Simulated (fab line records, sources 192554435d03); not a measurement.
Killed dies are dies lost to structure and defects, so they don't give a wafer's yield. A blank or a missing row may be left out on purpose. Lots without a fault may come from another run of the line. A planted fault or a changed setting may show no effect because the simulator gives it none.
Which tool did it? | flow n5_finfet | 24 lots, 72 wafers sampled, at 6 steps of a route of 1938

WHAT THE GAUGES READ, wafer by wafer
N5_BEOL_M9_THK_MEAS_53: measures by xrf. Usual: M9_THK 141 nm, standard deviation 3.6.
lot  | measured     | on            | M9_THK (nm) | flag
L075 | day 9 21:31  | film_metro-01 | 137 145 138 |
L074 | day 9 21:58  | film_metro-02 | 143 136 145 |
L076 | day 10 04:46 | film_metro-01 | 142 140 139 |
L077 | day 10 14:03 | film_metro-02 | 138 137 137 |
L078 | day 10 18:29 | film_metro-02 | 145 140 146 |
L079 | day 11 03:38 | film_metro-02 | 138 138 136 |
L080 | day 11 11:56 | film_metro-02 | 137 143 140 |
L081 | day 11 23:22 | film_metro-02 | 145 139 145 |
L082 | day 11 23:14 | film_metro-01 | 142 144 136 |
L084 | day 12 08:29 | film_metro-01 | 141 140 140 |
L083 | day 12 09:02 | film_metro-02 | 141 139 142 |
L085 | day 12 09:50 | film_metro-01 | 134 143 136 |
L087 | day 13 12:17 | film_metro-01 | 146 145 137 |
L086 | day 13 18:13 | film_metro-02 | 146 147 141 |
L088 | day 13 19:30 | film_metro-01 | 147 141 142 |
L089 | day 14 08:06 | film_metro-02 | 141 139 136 |
L093 | day 14 14:23 | film_metro-01 | 144 143 137 |
L090 | day 14 14:39 | film_metro-01 | 142 146 139 |
L091 | day 14 15:27 | film_metro-02 | 145 140 144 |
L092 | day 14 22:08 | film_metro-01 | 146 147 140 |
L095 | day 15 13:06 | film_metro-01 | 145 143 143 |
L094 | day 15 22:20 | film_metro-02 | 139 145 145 |
L097 | day 16 04:12 | film_metro-02 | 139 145 135 |
L096 | day 16 14:01 | film_metro-02 | 142 143 143 |

N5_BEOL_M10_CD_MEAS_18: pitch 140 nm, target cd 70 nm. Usual: cd_nm 70.1 nm, standard deviation 0.64.
lot  | measured     | on        | cd_nm (nm)     | flag
L075 | day 10 01:43 | cd_sem-02 | 69.5 69.4 69.5 |
L074 | day 10 02:18 | cd_sem-01 | 70.9 69.7 70.4 |
L076 | day 10 08:25 | cd_sem-03 | 70.8 70.6 70.4 |
L077 | day 10 16:17 | cd_sem-02 | 70.2 69.6 69.8 |
L078 | day 10 21:35 | cd_sem-02 | 69.5 71.4 71.5 |
L079 | day 11 06:48 | cd_sem-02 | 69.8 69.4 69.9 |
L080 | day 11 15:05 | cd_sem-02 | 69.3 69.6 69.7 |
L081 | day 12 04:41 | cd_sem-03 | 68.8 69.9 69.8 |
L082 | day 12 04:12 | cd_sem-01 | 69.9 69.1 70.0 |
L084 | day 12 12:10 | cd_sem-02 | 69.5 69.7 69.8 |
L083 | day 12 12:26 | cd_sem-01 | 71.3 70.8 70.6 |
L085 | day 12 12:37 | cd_sem-03 | 70.0 69.8 69.3 |
L087 | day 13 14:55 | cd_sem-02 | 70.7 70.3 70.8 |
L086 | day 13 22:28 | cd_sem-03 | 69.9 71.0 71.7 |
L088 | day 13 23:02 | cd_sem-02 | 70.9 70.8 71.0 |
L089 | day 14 13:04 | cd_sem-01 | 70.3 70.2 70.1 |
L093 | day 14 17:40 | cd_sem-03 | 69.7 69.6 70.2 |
L090 | day 14 18:35 | cd_sem-02 | 70.1 71.2 70.3 |
L091 | day 14 18:43 | cd_sem-01 | 69.7 70.4 70.7 |
L092 | day 15 01:34 | cd_sem-01 | 69.9 69.8 70.5 |
L095 | day 15 17:27 | cd_sem-02 | 69.0 70.3 70.1 |
L094 | day 16 03:35 | cd_sem-03 | 70.3 69.4 70.1 |
L097 | day 16 06:43 | cd_sem-02 | 70.1 68.7 69.1 |
L096 | day 16 17:41 | cd_sem-03 | 71.0 69.7 69.6 |

N5_BEOL_M10_INSPECT_30: inspects for defects (brightfield). Usual: raw_defect_count 408, standard deviation 100.
lot  | measured     | on                | raw_defect_count | flag
L075 | day 10 02:03 | defect_inspect-02 | 332 312 483      |
L074 | day 10 02:47 | defect_inspect-02 | 508 326 275      |
L076 | day 10 10:25 | defect_inspect-01 | 443 403 437      |
L077 | day 10 16:59 | defect_inspect-01 | 404 414 313      |
L078 | day 11 00:37 | defect_inspect-02 | 500 404 382      |
L079 | day 11 08:37 | defect_inspect-01 | 420 437 414      |
L080 | day 11 19:04 | defect_inspect-02 | 522 502 336      |
L081 | day 12 06:01 | defect_inspect-02 | 573 396 280      |
L082 | day 12 05:50 | defect_inspect-01 | 475 551 443      |
L084 | day 12 13:55 | defect_inspect-02 | 263 232 230      |
L083 | day 12 13:52 | defect_inspect-01 | 338 333 363      |
L085 | day 12 13:49 | defect_inspect-02 | 443 273 360      |
L087 | day 13 15:19 | defect_inspect-02 | 532 367 370      |
L086 | day 14 00:12 | defect_inspect-02 | 325 240 250      |
L088 | day 14 00:14 | defect_inspect-01 | 531 387 484      |
L089 | day 14 13:25 | defect_inspect-01 | 515 379 582      |
L093 | day 14 18:52 | defect_inspect-01 | 538 474 543      |
L090 | day 14 20:55 | defect_inspect-01 | 393 329 274      |
L091 | day 14 20:45 | defect_inspect-01 | 387 315 349      |
L092 | day 15 03:04 | defect_inspect-01 | 504 413 405      |
L095 | day 15 19:20 | defect_inspect-01 | 364 439 293      |
L094 | day 16 05:04 | defect_inspect-01 | 462 348 498      |
L097 | day 16 08:13 | defect_inspect-02 | 241 238 344      |
L096 | day 16 18:51 | defect_inspect-02 | 458 522 476      |

WHICH TOOL RAN EACH LOT (tool, then ch and the chambers of the sampled wafers, then the start)
lot  | N5_BEOL_M9_VIA_ETCH_34             | N5_BEOL_M9_DEP_56               | N5_BEOL_M10_ETCH_62
L075 | rie_diel-06 ch 1,3, day 9 17:46    | pecvd-01 ch 0,1, day 9 21:35    | rie_diel-02 ch 0,3, day 10 01:13
L074 | rie_diel-01 ch 0,2,3, day 9 19:14  | pecvd-01 ch 0,2, day 9 22:02    | rie_diel-02 ch 0,2,3, day 10 01:46
L076 | rie_diel-06 ch 0,1,3, day 10 02:12 | pecvd-01 ch 0,2, day 10 04:50   | rie_diel-04 ch 1,3, day 10 08:03
L077 | rie_diel-06 ch 0,1, day 10 11:49   | pecvd-04 ch 0,1, day 10 14:08   | rie_diel-04 ch 0,1, day 10 15:55
L078 | rie_diel-01 ch 0,1,2, day 10 15:01 | pecvd-01 ch 0,1, day 10 18:33   | rie_diel-02 ch 1,2,3, day 10 21:08
L079 | rie_diel-06 ch 0,1, day 11 00:44   | pecvd-02 ch 0,1, day 11 03:42   | rie_diel-02 ch 1,2, day 11 06:25
L080 | rie_diel-01 ch 1,2, day 11 08:57   | pecvd-01 ch 0,2, day 11 12:01   | rie_diel-05 ch 1,3, day 11 14:40
L081 | rie_diel-03 ch 0,1,2, day 11 19:13 | pecvd-04 ch 0,2, day 11 23:25   | rie_diel-05 ch 0,1,2, day 12 04:18
L082 | rie_diel-06 ch 1,2,3, day 11 19:15 | pecvd-01 ch 1,2, day 11 23:17   | rie_diel-02 ch 0,2,3, day 12 03:47
L084 | rie_diel-03 ch 1,3, day 12 05:57   | pecvd-02 ch 1,2, day 12 08:33   | rie_diel-04 ch 1,3, day 12 11:46
L083 | rie_diel-01 ch 0,1,2, day 12 05:59 | pecvd-04 ch 0,2, day 12 09:05   | rie_diel-02 ch 1,3, day 12 11:56
L085 | rie_diel-06 ch 0,1,2, day 12 06:25 | pecvd-02 ch 0,2, day 12 09:54   | rie_diel-05 ch 0,1,2, day 12 12:12
L087 | rie_diel-01 ch 0,2,3, day 13 08:51 | pecvd-04 ch 0,2, day 13 12:20   | rie_diel-04 ch 0,1,2, day 13 14:32
L086 | rie_diel-03 ch 0,1,2, day 13 14:49 | pecvd-02 ch 1,2, day 13 18:18   | rie_diel-04 ch 0,2, day 13 22:04
L088 | rie_diel-01 ch 1,2,3, day 13 16:03 | pecvd-02 ch 1,2, day 13 19:34   | rie_diel-05 ch 0,1,3, day 13 22:22
L089 | rie_diel-03 ch 0,1, day 14 04:04   | pecvd-01 ch 0,1,2, day 14 08:10 | rie_diel-04 ch 0,1,3, day 14 12:42
L093 | rie_diel-01 ch 0,2,3, day 14 11:31 | pecvd-04 ch 0,1, day 14 14:28   | rie_diel-02 ch 0,2,3, day 14 17:17
L090 | rie_diel-06 ch 0,2,3, day 14 11:49 | pecvd-02 ch 0,2, day 14 14:43   | rie_diel-02 ch 0,2,3, day 14 18:02
L091 | rie_diel-01 ch 0,1,2, day 14 11:56 | pecvd-01 ch 0,2, day 14 15:31   | rie_diel-04 ch 0,1,2, day 14 18:21
L092 | rie_diel-06 ch 0,2,3, day 14 18:46 | pecvd-01 ch 0,1,2, day 14 22:11 | rie_diel-04 ch 0,1,2, day 15 01:11
L095 | rie_diel-06 ch 1,3, day 15 09:39   | pecvd-01 ch 0,2, day 15 13:10   | rie_diel-04 ch 0,1,2, day 15 17:03
L094 | rie_diel-03 ch 0,1,3, day 15 19:34 | pecvd-04 ch 0,1, day 15 22:24   | rie_diel-02 ch 2,3, day 16 03:13
L097 | rie_diel-01 ch 1,2,3, day 16 01:19 | pecvd-01 ch 0,1, day 16 04:16   | rie_diel-04 ch 0,3, day 16 06:21
L096 | rie_diel-06 ch 1,2,3, day 16 10:46 | pecvd-04 ch 0,1, day 16 14:05   | rie_diel-05 ch 0,1,2, day 16 17:19
- N5_BEOL_M9_VIA_ETCH_34: etches SiCOH lowk in C4F6/O2, target depth 182.4 nm, time 68.4 s.
- N5_BEOL_M9_DEP_56: deposits SiCN from 3MS/NH3, target thk 15 nm, time 26.5 s.
- N5_BEOL_M10_ETCH_62: etches SOC in N2/H2, target depth 110 nm, overetch 22 nm, time 165 s.

WHAT THE TOOLS THEMSELVES READ (means of the sampled wafers that have a number; where no wafer has one, the mark that the record gives instead)
N5_BEOL_M9_VIA_ETCH_34. Usual: drypump_motor_current_A 5.6 A, standard deviation 0.55; oes_ar_750_au 0.78 a.u., standard deviation 0.072; oes_product_au 0.78 a.u., standard deviation 0.08; rf_vpp_V 664 V, standard deviation 17; showerhead_plenum_p_Torr 2.83 Torr, standard deviation 0.081; throttle_valve_pct 20.89 %, standard deviation 0.25.
lot  | tool        | drypump_motor_current_A (A) | oes_ar_750_au (a.u.) | oes_product_au (a.u.) | rf_vpp_V (V) | showerhead_plenum_p_Torr (Torr) | throttle_valve_pct (%) | flag
L075 | rie_diel-06 | 5.2                         | 0.74                 | 0.74                  | 662          | 2.86                            | 20.88                  |
L074 | rie_diel-01 | 5.7                         | 0.77                 | 0.76                  | 654          | 2.82                            | 21.10                  |
L076 | rie_diel-06 | 5.7                         | 0.75                 | 0.74                  | 671          | 2.84                            | 20.95                  |
L077 | rie_diel-06 | 5.5                         | 0.73                 | 0.72                  | 650          | 2.78                            | 20.98                  |
L078 | rie_diel-01 | 5.4                         | 0.75                 | 0.74                  | 655          | 2.89                            | 21.05                  |
L079 | rie_diel-06 | 5.4                         | 0.73                 | 0.72                  | 651          | 2.78                            | 20.98                  |
L080 | rie_diel-01 | 5.2                         | 0.73                 | 0.72                  | 656          | 2.91                            | 20.93                  |
L081 | rie_diel-03 | 6.3                         | 0.90                 | 0.92                  | 671          | 2.86                            | 20.65                  |
L082 | rie_diel-06 | 5.2                         | 0.78                 | 0.78                  | 672          | 2.85                            | 20.75                  |
L084 | rie_diel-03 | 5.5                         | 0.73                 | 0.74                  | 657          | 2.90                            | 20.95                  |
L083 | rie_diel-01 | 5.3                         | 0.74                 | 0.74                  | 654          | 2.88                            | 21.07                  |
L085 | rie_diel-06 | 5.4                         | 0.76                 | 0.77                  | 662          | 2.77                            | 20.84                  |
L087 | rie_diel-01 | 5.7                         | 0.75                 | 0.74                  | 652          | 2.81                            | 21.14                  |
L086 | rie_diel-03 | 6.3                         | 0.87                 | 0.89                  | 671          | 2.86                            | 20.66                  |
L088 | rie_diel-01 | 5.6                         | 0.72                 | 0.72                  | 654          | 2.83                            | 21.01                  |
L089 | rie_diel-03 | 6.2                         | 0.86                 | 0.88                  | 676          | 2.88                            | 20.53                  |
L093 | rie_diel-01 | 5.7                         | 0.74                 | 0.73                  | 652          | 2.81                            | 21.16                  |
L090 | rie_diel-06 | 5.6                         | 0.77                 | 0.77                  | 681          | 2.81                            | 20.84                  |
L091 | rie_diel-01 | 5.3                         | 0.73                 | 0.73                  | 654          | 2.88                            | 21.10                  |
L092 | rie_diel-06 | 5.6                         | 0.77                 | 0.77                  | 682          | 2.81                            | 20.86                  |
L095 | rie_diel-06 | 5.3                         | 0.89                 | 0.90                  | 661          | 2.85                            | 20.69                  |
L094 | rie_diel-03 | 5.9                         | 0.87                 | 0.88                  | 665          | 2.88                            | 20.66                  |
L097 | rie_diel-01 | 5.6                         | 0.71                 | 0.71                  | 653          | 2.82                            | 21.03                  |
L096 | rie_diel-06 | 5.2                         | 0.83                 | 0.84                  | 673          | 2.84                            | 20.66                  |

N5_BEOL_M9_DEP_56. Usual: showerhead_plenum_p_Torr 3.663 Torr, standard deviation 0.011; showerhead_vpp_V 875 V, standard deviation 24; throttle_valve_pct 9.1 %, standard deviation 0.42.
lot  | tool     | showerhead_plenum_p_Torr (Torr) | showerhead_vpp_V (V) | throttle_valve_pct (%) | flag
L075 | pecvd-01 | 3.667                           | 846                  | 9.0                    |
L074 | pecvd-01 | 3.660                           | 854                  | 9.2                    |
L076 | pecvd-01 | 3.662                           | 861                  | 9.1                    |
L077 | pecvd-04 | 3.660                           | 898                  | 9.4                    |
L078 | pecvd-01 | 3.658                           | 843                  | 8.9                    |
L079 | pecvd-02 | 3.669                           | 863                  | 9.5                    |
L080 | pecvd-01 | 3.660                           | 871                  | 9.1                    |
L081 | pecvd-04 | 3.666                           | 888                  | 8.7                    |
L082 | pecvd-01 | 3.663                           | 860                  | 9.0                    |
L084 | pecvd-02 | 3.673                           | 881                  | 9.2                    |
L083 | pecvd-04 | 3.675                           | 887                  | 8.7                    |
L085 | pecvd-02 | 3.664                           | 886                  | 9.0                    |
L087 | pecvd-04 | 3.668                           | 890                  | 9.2                    |
L086 | pecvd-02 | 3.670                           | 880                  | 8.8                    |
L088 | pecvd-02 | 3.667                           | 878                  | 8.9                    |
L089 | pecvd-01 | 3.666                           | 863                  | 8.9                    |
L093 | pecvd-04 | 3.660                           | 891                  | 9.5                    |
L090 | pecvd-02 | 3.658                           | 872                  | 9.6                    |
L091 | pecvd-01 | 3.662                           | 855                  | 9.2                    |
L092 | pecvd-01 | 3.670                           | 868                  | 8.9                    |
L095 | pecvd-01 | 3.662                           | 857                  | 9.1                    |
L094 | pecvd-04 | 3.658                           | 901                  | 9.5                    |
L097 | pecvd-01 | 3.669                           | 850                  | 8.9                    |
L096 | pecvd-04 | 3.654                           | 903                  | 9.2                    |

N5_BEOL_M10_ETCH_62. Usual: drypump_motor_current_A 5.7 A, standard deviation 0.43; n2_flow_sccm 200.0 sccm, standard deviation 0.61; oes_product_au 0.70 a.u., standard deviation 0.057; rf_vpp_V 524.0 V, standard deviation 2.3; showerhead_plenum_p_Torr 2.55 Torr, standard deviation 0.081; throttle_valve_pct 17.65 %, standard deviation 0.22.
lot  | tool        | drypump_motor_current_A (A) | n2_flow_sccm (sccm) | oes_product_au (a.u.) | rf_vpp_V (V) | showerhead_plenum_p_Torr (Torr) | throttle_valve_pct (%) | flag
L075 | rie_diel-02 | 5.8                         | 199.9               | 0.65                  | 521.9        | 2.47                            | 17.68                  |
L074 | rie_diel-02 | 5.9                         | 199.7               | 0.68                  | 524.5        | 2.55                            | 17.60                  |
L076 | rie_diel-04 | 6.1                         | 200.2               | 0.64                  | 526.5        | 2.60                            | 17.82                  |
L077 | rie_diel-04 | 5.3                         | 199.7               | 0.75                  | 523.0        | 2.52                            | 17.30                  |
L078 | rie_diel-02 | 5.7                         | 199.6               | 0.71                  | 525.5        | 2.61                            | 17.60                  |
L079 | rie_diel-02 | 5.9                         | 199.6               | 0.68                  | 526.1        | 2.63                            | 17.63                  |
L080 | rie_diel-05 | 5.5                         | 199.9               | 0.70                  | 523.7        | 2.55                            | 17.84                  |
L081 | rie_diel-05 | 6.0                         | 200.3               | 0.73                  | 523.5        | 2.53                            | 17.86                  |
L082 | rie_diel-02 | 5.9                         | 199.7               | 0.66                  | 524.3        | 2.54                            | 17.63                  |
L084 | rie_diel-04 | 6.1                         | 200.6               | 0.63                  | 525.7        | 2.59                            | 17.84                  |
L083 | rie_diel-02 | 5.4                         | 199.3               | 0.70                  | 525.1        | 2.58                            | 17.69                  |
L085 | rie_diel-05 | 6.0                         | 199.6               | 0.73                  | 523.5        | 2.53                            | 17.86                  |
L087 | rie_diel-04 | 5.5                         | 200.0               | 0.73                  | 523.2        | 2.51                            | 17.48                  |
L086 | rie_diel-04 | 5.6                         | 200.5               | 0.76                  | 522.6        | 2.48                            | 17.44                  |
L088 | rie_diel-05 | 5.5                         | 200.8               | 0.70                  | 524.1        | 2.54                            | 17.84                  |
L089 | rie_diel-04 | 5.7                         | 199.7               | 0.66                  | 524.6        | 2.55                            | 17.62                  |
L093 | rie_diel-02 | 5.9                         | 200.3               | 0.65                  | 523.3        | 2.54                            | 17.67                  |
L090 | rie_diel-02 | 5.9                         | 199.8               | 0.64                  | 524.1        | 2.54                            | 17.66                  |
L091 | rie_diel-04 | 5.5                         | 200.0               | 0.72                  | 522.6        | 2.50                            | 17.49                  |
L092 | rie_diel-04 | 5.5                         | 200.2               | 0.72                  | 522.1        | 2.50                            | 17.50                  |
L095 | rie_diel-04 | 5.4                         | 200.3               | 0.71                  | 522.1        | 2.50                            | 17.51                  |
L094 | rie_diel-02 | 6.0                         | 199.8               | 0.65                  | 525.8        | 2.62                            | 17.60                  |
L097 | rie_diel-04 | 6.1                         | 199.7               | 0.80                  | 524.1        | 2.55                            | 17.36                  |
L096 | rie_diel-05 | 6.0                         | 200.4               | 0.69                  | 523.2        | 2.51                            | 17.92                  |

THE ANSWER, worked out from the rows above alone
Rule: a lot is off if the mean of its wafers that have a number lies more than 3 standard deviations from the usual mean. A lot without any number at a reading at which 4 lots or more have one is off too. The other lots that the step has rows for count as sound. The gauges are gone through in route order, then the tools' own readings, and for those a lot's mean is taken as printed above. The first step at which some lot is off is used, and at that step the reading that is off furthest; a lot without a number counts as furthest.
No lot is off at any reading shown: from this, nothing can be told.

WHAT THE SIMULATOR HAD PUT IN
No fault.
